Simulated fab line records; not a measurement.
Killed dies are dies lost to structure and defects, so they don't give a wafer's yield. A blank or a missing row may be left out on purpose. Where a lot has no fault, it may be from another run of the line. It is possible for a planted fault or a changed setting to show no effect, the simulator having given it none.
Which tool was responsible? || flow nand_harc || 33 wafers from 11 lots sampled at 5 of the route's 1159 steps

WHAT EACH GAUGE READ, for each wafer
NHARC_END_SORT_01.
{"lot": "L852", "measured": "day 23 06:09", "on": "prober-02", "killed_at_array": "672 674 676", "killed_at_other": "2 1 1", "killed_at_periphery": "3 2 0", "killed_dies": "677 677 677", "killed_open": "1 3 2", "killed_short": "5 1 4"}
{"lot": "L851", "measured": "day 23 07:44", "on": "prober-01", "killed_at_array": "674 677 674", "killed_at_other": "1 0 0", "killed_at_periphery": "2 0 3", "killed_dies": "677 677 677", "killed_open": "4 1 4", "killed_short": "0 1 2"}

WHICH TOOL RAN EACH LOT (tool, then ch and the chambers of the sampled wafers, then the start)
{"lot": "L836", "NHARC_A_CONTACT_ETCH_49": "rie_diel-06 ch 1,2,3, day 16 18:14 or earlier", "NHARC_A_CONTACT_ETCH_50": "rie_diel-06 ch 0,2,3, day 16 18:14", "NHARC_A_CONTACT_ETCH_114": "har_cap_etch-02 ch 0,1, day 16 19:22", "NHARC_A_CONTACT_ETCH_119": "har_cap_etch-02 ch 0,1, day 16 19:49"}
{"lot": "L842", "NHARC_A_CONTACT_ETCH_49": "rie_diel-06 ch 2,3, day 18 07:10 or earlier", "NHARC_A_CONTACT_ETCH_50": "rie_diel-06 ch 0,1, day 18 07:10", "NHARC_A_CONTACT_ETCH_114": "har_cap_etch-02 ch 0,1, day 18 08:16", "NHARC_A_CONTACT_ETCH_119": "har_cap_etch-02 ch 0,1, day 18 08:44"}
{"lot": "L843", "NHARC_A_CONTACT_ETCH_49": "rie_diel-09 ch 2,3, day 18 13:59 or earlier", "NHARC_A_CONTACT_ETCH_50": "rie_diel-09 ch 1,3, day 18 13:59", "NHARC_A_CONTACT_ETCH_114": "har_cap_etch-01 ch 0,1, day 18 15:14", "NHARC_A_CONTACT_ETCH_119": "har_cap_etch-01 ch 0,1, day 18 15:41"}
{"lot": "L845", "NHARC_A_CONTACT_ETCH_49": "rie_diel-11 ch 0,2, day 18 18:35 or earlier", "NHARC_A_CONTACT_ETCH_50": "rie_diel-11 ch 1,2,3, day 18 18:35", "NHARC_A_CONTACT_ETCH_114": "har_cap_etch-02 ch 0,1, day 18 19:43", "NHARC_A_CONTACT_ETCH_119": "har_cap_etch-02 ch 0,1, day 18 20:10"}
{"lot": "L846", "NHARC_A_CONTACT_ETCH_49": "rie_diel-06 ch 0,1,3, day 19 06:09 or earlier", "NHARC_A_CONTACT_ETCH_50": "rie_diel-06 ch 0,1,2, day 19 06:09", "NHARC_A_CONTACT_ETCH_114": "har_cap_etch-01 ch 0,1, day 19 07:18", "NHARC_A_CONTACT_ETCH_119": "har_cap_etch-01 ch 0,1, day 19 07:46"}
{"lot": "L849", "NHARC_A_CONTACT_ETCH_49": "rie_diel-09 ch 0,1,2, day 19 19:14 or earlier", "NHARC_A_CONTACT_ETCH_50": "rie_diel-09 ch 0,1,3, day 19 19:14", "NHARC_A_CONTACT_ETCH_114": "har_cap_etch-02 ch 0,1, day 19 20:20", "NHARC_A_CONTACT_ETCH_119": "har_cap_etch-02 ch 0,1, day 19 20:48"}
{"lot": "L852", "NHARC_A_CONTACT_ETCH_49": "rie_diel-06 ch 1,2,3, day 20 07:05 or earlier", "NHARC_A_CONTACT_ETCH_50": "rie_diel-06 ch 0,1,3, day 20 07:05", "NHARC_A_CONTACT_ETCH_114": "har_cap_etch-03 ch 0,1, day 20 08:13", "NHARC_A_CONTACT_ETCH_119": "har_cap_etch-03 ch 0,1, day 20 08:40"}
{"lot": "L851", "NHARC_A_CONTACT_ETCH_49": "rie_diel-06 ch 0,1,2, day 20 09:19 or earlier", "NHARC_A_CONTACT_ETCH_50": "rie_diel-06 ch 0,1,3, day 20 09:19", "NHARC_A_CONTACT_ETCH_114": "har_cap_etch-01 ch 0,1, day 20 10:38", "NHARC_A_CONTACT_ETCH_119": "har_cap_etch-01 ch 0,1, day 20 11:05"}
{"lot": "L856", "NHARC_A_CONTACT_ETCH_49": "rie_diel-09 ch 0,2,3, day 21 01:03 or earlier", "NHARC_A_CONTACT_ETCH_50": "rie_diel-09 ch 0,3, day 21 01:03", "NHARC_A_CONTACT_ETCH_114": "har_cap_etch-01 ch 0,1, day 21 02:19", "NHARC_A_CONTACT_ETCH_119": "har_cap_etch-01 ch 0,1, day 21 02:58"}
{"lot": "L855", "NHARC_A_CONTACT_ETCH_49": "rie_diel-06 ch 0,1, day 21 10:28 or earlier", "NHARC_A_CONTACT_ETCH_50": "rie_diel-06 ch 0,3, day 21 10:28", "NHARC_A_CONTACT_ETCH_114": "har_cap_etch-01 ch 0,1, day 21 11:35", "NHARC_A_CONTACT_ETCH_119": "har_cap_etch-01 ch 0,1, day 21 12:02"}
{"lot": "L857", "NHARC_A_CONTACT_ETCH_49": "rie_diel-11 ch 0,1,2, day 21 17:33 or earlier", "NHARC_A_CONTACT_ETCH_50": "rie_diel-11 ch 1,2, day 21 17:33", "NHARC_A_CONTACT_ETCH_114": "har_cap_etch-02 ch 0,1, day 21 18:42", "NHARC_A_CONTACT_ETCH_119": "har_cap_etch-02 ch 0,1, day 21 19:09"}
- NHARC_A_CONTACT_ETCH_49: etches the open film in N2/H2, target depth 260 nm, time 475.3 s.
- NHARC_A_CONTACT_ETCH_50: etches the open film in CF4/CHF3, target depth 84.7 nm, time 42.4 s.
- NHARC_A_CONTACT_ETCH_114: etches the open film in C4F8/O2/Ar, time 94 s, target depth 922 nm.
- NHARC_A_CONTACT_ETCH_119: etches the open film in C4F8/O2/Ar, time 94 s, target depth 922 nm.

WHAT THE TOOLS THEMSELVES READ (means of the sampled wafers that have a number; where no wafer has one, the mark that the record gives instead)
NHARC_A_CONTACT_ETCH_49.
{"lot": "L836", "tool": "rie_diel-06", "bias_w (W)": 149.6, "chamber_pressure_mTorr (mTorr)": 29.985, "drypump_motor_current_A (A)": 5.7, "h2_flow_sccm (sccm)": 150.2, "n2_flow_sccm (sccm)": 150.4, "oes_product_au (a.u.)": 0.991, "rf_vpp_V (V)": 432, "showerhead_plenum_p_Torr (Torr)": 2.08, "throttle_valve_pct (%)": 14.159}
{"lot": "L842", "tool": "rie_diel-06", "bias_w (W)": 150.3, "chamber_pressure_mTorr (mTorr)": 30.000, "drypump_motor_current_A (A)": 5.7, "h2_flow_sccm (sccm)": 150.2, "n2_flow_sccm (sccm)": 150.0, "oes_product_au (a.u.)": 1.005, "rf_vpp_V (V)": 433, "showerhead_plenum_p_Torr (Torr)": 2.12, "throttle_valve_pct (%)": 14.169}
{"lot": "L843", "tool": "rie_diel-09", "bias_w (W)": 149.6, "chamber_pressure_mTorr (mTorr)": 29.979, "drypump_motor_current_A (A)": 5.6, "h2_flow_sccm (sccm)": 149.9, "n2_flow_sccm (sccm)": 149.2, "oes_product_au (a.u.)": 1.005, "rf_vpp_V (V)": 427, "showerhead_plenum_p_Torr (Torr)": 1.94, "throttle_valve_pct (%)": 14.179}
{"lot": "L845", "tool": "rie_diel-11", "bias_w (W)": 149.4, "chamber_pressure_mTorr (mTorr)": 29.987, "drypump_motor_current_A (A)": 6.1, "h2_flow_sccm (sccm)": 150.2, "n2_flow_sccm (sccm)": 150.3, "oes_product_au (a.u.)": 1.001, "rf_vpp_V (V)": 435, "showerhead_plenum_p_Torr (Torr)": 2.19, "throttle_valve_pct (%)": 14.175}
{"lot": "L846", "tool": "rie_diel-06", "bias_w (W)": 150.1, "chamber_pressure_mTorr (mTorr)": 30.005, "drypump_motor_current_A (A)": 5.8, "h2_flow_sccm (sccm)": 149.6, "n2_flow_sccm (sccm)": 150.0, "oes_product_au (a.u.)": 0.991, "rf_vpp_V (V)": 432, "showerhead_plenum_p_Torr (Torr)": 2.09, "throttle_valve_pct (%)": 14.162}
{"lot": "L849", "tool": "rie_diel-09", "bias_w (W)": 150.4, "chamber_pressure_mTorr (mTorr)": 30.006, "drypump_motor_current_A (A)": 5.2, "h2_flow_sccm (sccm)": 150.0, "n2_flow_sccm (sccm)": 149.7, "oes_product_au (a.u.)": 0.996, "rf_vpp_V (V)": 431, "showerhead_plenum_p_Torr (Torr)": 2.04, "throttle_valve_pct (%)": 14.167}
{"lot": "L852", "tool": "rie_diel-06", "bias_w (W)": 150.2, "chamber_pressure_mTorr (mTorr)": 30.006, "drypump_motor_current_A (A)": 5.7, "h2_flow_sccm (sccm)": 149.6, "n2_flow_sccm (sccm)": 150.2, "oes_product_au (a.u.)": 1.002, "rf_vpp_V (V)": 431, "showerhead_plenum_p_Torr (Torr)": 2.07, "throttle_valve_pct (%)": 14.173}
{"lot": "L851", "tool": "rie_diel-06", "bias_w (W)": 150.1, "chamber_pressure_mTorr (mTorr)": 29.989, "drypump_motor_current_A (A)": 5.4, "h2_flow_sccm (sccm)": 150.1, "n2_flow_sccm (sccm)": 150.0, "oes_product_au (a.u.)": 1.001, "rf_vpp_V (V)": 434, "showerhead_plenum_p_Torr (Torr)": 2.14, "throttle_valve_pct (%)": 14.165}
{"lot": "L856", "tool": "rie_diel-09", "bias_w (W)": 149.7, "chamber_pressure_mTorr (mTorr)": 29.996, "drypump_motor_current_A (A)": 5.5, "h2_flow_sccm (sccm)": 149.9, "n2_flow_sccm (sccm)": 149.7, "oes_product_au (a.u.)": 0.993, "rf_vpp_V (V)": 429, "showerhead_plenum_p_Torr (Torr)": 1.96, "throttle_valve_pct (%)": 14.170}
{"lot": "L855", "tool": "rie_diel-06", "bias_w (W)": 150.2, "chamber_pressure_mTorr (mTorr)": 29.995, "drypump_motor_current_A (A)": 5.5, "h2_flow_sccm (sccm)": 149.9, "n2_flow_sccm (sccm)": 149.9, "oes_product_au (a.u.)": 0.993, "rf_vpp_V (V)": 433, "showerhead_plenum_p_Torr (Torr)": 2.15, "throttle_valve_pct (%)": 14.174}
{"lot": "L857", "tool": "rie_diel-11", "bias_w (W)": 150.1, "chamber_pressure_mTorr (mTorr)": 29.988, "drypump_motor_current_A (A)": 6.1, "h2_flow_sccm (sccm)": 150.0, "n2_flow_sccm (sccm)": 150.3, "oes_product_au (a.u.)": 0.998, "rf_vpp_V (V)": 431, "showerhead_plenum_p_Torr (Torr)": 2.09, "throttle_valve_pct (%)": 14.163}

NHARC_A_CONTACT_ETCH_50.
{"lot": "L836", "tool": "rie_diel-06", "bias_w (W)": 200.5, "cf4_flow_sccm (sccm)": 99.87, "chamber_pressure_mTorr (mTorr)": 24.975, "drypump_motor_current_A (A)": 5.7, "oes_product_au (a.u.)": 0.966, "rf_vpp_V (V)": 369.6, "showerhead_plenum_p_Torr (Torr)": 1.56, "throttle_valve_pct (%)": 16.813}
{"lot": "L842", "tool": "rie_diel-06", "bias_w (W)": 199.7, "cf4_flow_sccm (sccm)": 99.94, "chamber_pressure_mTorr (mTorr)": 24.985, "drypump_motor_current_A (A)": 5.4, "oes_product_au (a.u.)": 0.949, "rf_vpp_V (V)": 368.8, "showerhead_plenum_p_Torr (Torr)": 1.54, "throttle_valve_pct (%)": 16.802}
{"lot": "L843", "tool": "rie_diel-09", "bias_w (W)": 199.8, "cf4_flow_sccm (sccm)": 99.85, "chamber_pressure_mTorr (mTorr)": 24.999, "drypump_motor_current_A (A)": 5.4, "oes_product_au (a.u.)": 0.927, "rf_vpp_V (V)": 368.3, "showerhead_plenum_p_Torr (Torr)": 1.52, "throttle_valve_pct (%)": 16.802}
{"lot": "L845", "tool": "rie_diel-11", "bias_w (W)": 200.5, "cf4_flow_sccm (sccm)": 99.88, "chamber_pressure_mTorr (mTorr)": 24.997, "drypump_motor_current_A (A)": 5.8, "oes_product_au (a.u.)": 0.924, "rf_vpp_V (V)": 370.7, "showerhead_plenum_p_Torr (Torr)": 1.59, "throttle_valve_pct (%)": 16.797}
{"lot": "L846", "tool": "rie_diel-06", "bias_w (W)": 200.1, "cf4_flow_sccm (sccm)": 99.88, "chamber_pressure_mTorr (mTorr)": 25.028, "drypump_motor_current_A (A)": 5.4, "oes_product_au (a.u.)": 0.976, "rf_vpp_V (V)": 373.2, "showerhead_plenum_p_Torr (Torr)": 1.65, "throttle_valve_pct (%)": 16.801}
{"lot": "L849", "tool": "rie_diel-09", "bias_w (W)": 199.8, "cf4_flow_sccm (sccm)": 99.85, "chamber_pressure_mTorr (mTorr)": 25.004, "drypump_motor_current_A (A)": 5.3, "oes_product_au (a.u.)": 0.974, "rf_vpp_V (V)": 369.5, "showerhead_plenum_p_Torr (Torr)": 1.54, "throttle_valve_pct (%)": 16.810}
{"lot": "L852", "tool": "rie_diel-06", "bias_w (W)": "-", "cf4_flow_sccm (sccm)": "-", "chamber_pressure_mTorr (mTorr)": "-", "drypump_motor_current_A (A)": "-", "oes_product_au (a.u.)": "-", "rf_vpp_V (V)": "-", "showerhead_plenum_p_Torr (Torr)": "-", "throttle_valve_pct (%)": "-"}
{"lot": "L851", "tool": "rie_diel-06", "bias_w (W)": "-", "cf4_flow_sccm (sccm)": "-", "chamber_pressure_mTorr (mTorr)": "-", "drypump_motor_current_A (A)": "-", "oes_product_au (a.u.)": "-", "rf_vpp_V (V)": "-", "showerhead_plenum_p_Torr (Torr)": "-", "throttle_valve_pct (%)": "-"}
{"lot": "L856", "tool": "rie_diel-09", "bias_w (W)": 200.3, "cf4_flow_sccm (sccm)": 99.92, "chamber_pressure_mTorr (mTorr)": 24.979, "drypump_motor_current_A (A)": 5.6, "oes_product_au (a.u.)": 0.980, "rf_vpp_V (V)": 368.1, "showerhead_plenum_p_Torr (Torr)": 1.49, "throttle_valve_pct (%)": 16.806}
{"lot": "L855", "tool": "rie_diel-06", "bias_w (W)": 200.4, "cf4_flow_sccm (sccm)": 99.79, "chamber_pressure_mTorr (mTorr)": 25.004, "drypump_motor_current_A (A)": 5.8, "oes_product_au (a.u.)": 0.968, "rf_vpp_V (V)": 372.6, "showerhead_plenum_p_Torr (Torr)": 1.65, "throttle_valve_pct (%)": 16.800}
{"lot": "L857", "tool": "rie_diel-11", "bias_w (W)": 199.5, "cf4_flow_sccm (sccm)": 100.03, "chamber_pressure_mTorr (mTorr)": 25.016, "drypump_motor_current_A (A)": 5.9, "oes_product_au (a.u.)": 0.928, "rf_vpp_V (V)": 369.0, "showerhead_plenum_p_Torr (Torr)": 1.54, "throttle_valve_pct (%)": 16.796}

NHARC_A_CONTACT_ETCH_114.
{"lot": "L836", "tool": "har_cap_etch-02", "chamber_pressure_mTorr (mTorr)": 19.981, "oes_air_line_au (a.u.)": 1.025}
{"lot": "L842", "tool": "har_cap_etch-02", "chamber_pressure_mTorr (mTorr)": 20.011, "oes_air_line_au (a.u.)": 0.976}
{"lot": "L843", "tool": "har_cap_etch-01", "chamber_pressure_mTorr (mTorr)": 19.984, "oes_air_line_au (a.u.)": 1.004}
{"lot": "L845", "tool": "har_cap_etch-02", "chamber_pressure_mTorr (mTorr)": 20.020, "oes_air_line_au (a.u.)": 0.997}
{"lot": "L846", "tool": "har_cap_etch-01", "chamber_pressure_mTorr (mTorr)": 19.988, "oes_air_line_au (a.u.)": 1.024}
{"lot": "L849", "tool": "har_cap_etch-02", "chamber_pressure_mTorr (mTorr)": 19.997, "oes_air_line_au (a.u.)": 1.017}
{"lot": "L852", "tool": "har_cap_etch-03", "chamber_pressure_mTorr (mTorr)": 19.981, "oes_air_line_au (a.u.)": 0.998}
{"lot": "L851", "tool": "har_cap_etch-01", "chamber_pressure_mTorr (mTorr)": 20.000, "oes_air_line_au (a.u.)": 0.999}
{"lot": "L856", "tool": "har_cap_etch-01", "chamber_pressure_mTorr (mTorr)": 20.005, "oes_air_line_au (a.u.)": 0.985}
{"lot": "L855", "tool": "har_cap_etch-01", "chamber_pressure_mTorr (mTorr)": 20.009, "oes_air_line_au (a.u.)": 1.000}
{"lot": "L857", "tool": "har_cap_etch-02", "chamber_pressure_mTorr (mTorr)": 20.012, "oes_air_line_au (a.u.)": 1.013}

NHARC_A_CONTACT_ETCH_119.
{"lot": "L836", "tool": "har_cap_etch-02", "chamber_pressure_mTorr (mTorr)": 19.995, "oes_air_line_au (a.u.)": 0.985}
{"lot": "L842", "tool": "har_cap_etch-02", "chamber_pressure_mTorr (mTorr)": 20.002, "oes_air_line_au (a.u.)": 0.987}
{"lot": "L843", "tool": "har_cap_etch-01", "chamber_pressure_mTorr (mTorr)": 19.987, "oes_air_line_au (a.u.)": 0.996}
{"lot": "L845", "tool": "har_cap_etch-02", "chamber_pressure_mTorr (mTorr)": 20.013, "oes_air_line_au (a.u.)": 0.992}
{"lot": "L846", "tool": "har_cap_etch-01", "chamber_pressure_mTorr (mTorr)": 19.999, "oes_air_line_au (a.u.)": 1.000}
{"lot": "L849", "tool": "har_cap_etch-02", "chamber_pressure_mTorr (mTorr)": 20.010, "oes_air_line_au (a.u.)": 0.995}
{"lot": "L852", "tool": "har_cap_etch-03", "chamber_pressure_mTorr (mTorr)": 20.021, "oes_air_line_au (a.u.)": 0.989}
{"lot": "L851", "tool": "har_cap_etch-01", "chamber_pressure_mTorr (mTorr)": 20.005, "oes_air_line_au (a.u.)": 0.998}
{"lot": "L856", "tool": "har_cap_etch-01", "chamber_pressure_mTorr (mTorr)": 19.996, "oes_air_line_au (a.u.)": 1.004}
{"lot": "L855", "tool": "har_cap_etch-01", "chamber_pressure_mTorr (mTorr)": 19.989, "oes_air_line_au (a.u.)": 1.014}
{"lot": "L857", "tool": "har_cap_etch-02", "chamber_pressure_mTorr (mTorr)": 20.002, "oes_air_line_au (a.u.)": 1.017}

THE ANSWER, worked out from the rows above alone
Rule: what is usual is taken from the lots themselves. The widest of any qualifying gaps counts: lots, ordered by their means at a reading, are off when they make up no more than a third of the lots, leave a main group of 4 or more, and stand apart from it by 3 or more times the standard deviation of that group's means. A main group is skipped when, at the precision printed for the reading in the tables above, its means are all equal. Also off: a lot with no number at a reading for which 4 or more lots have one. The other lots that the step has rows for count as sound. The gauges are gone through in route order, then the tools' own readings, and for those a lot's mean is taken as printed above. The first step at which some lot is off is used, and at that step the reading that is off furthest; a lot without a number counts as furthest.
Off: L852, L851 (NHARC_A_CONTACT_ETCH_50, bias_w). Without a number there: L852, L851. Mean 200.1 W and standard deviation 0.36 in the main group.
If a tool, at that step or one of the process steps before it, ran each lot that is off and ran no sound lot following the first of them, it fits. With no start given for some of its lots, NHARC_A_CONTACT_ETCH_49 uses the hours and lot order of NHARC_A_CONTACT_ETCH_50. Not one of the candidates tried fits.

WHAT THE SIMULATOR HAD PUT IN
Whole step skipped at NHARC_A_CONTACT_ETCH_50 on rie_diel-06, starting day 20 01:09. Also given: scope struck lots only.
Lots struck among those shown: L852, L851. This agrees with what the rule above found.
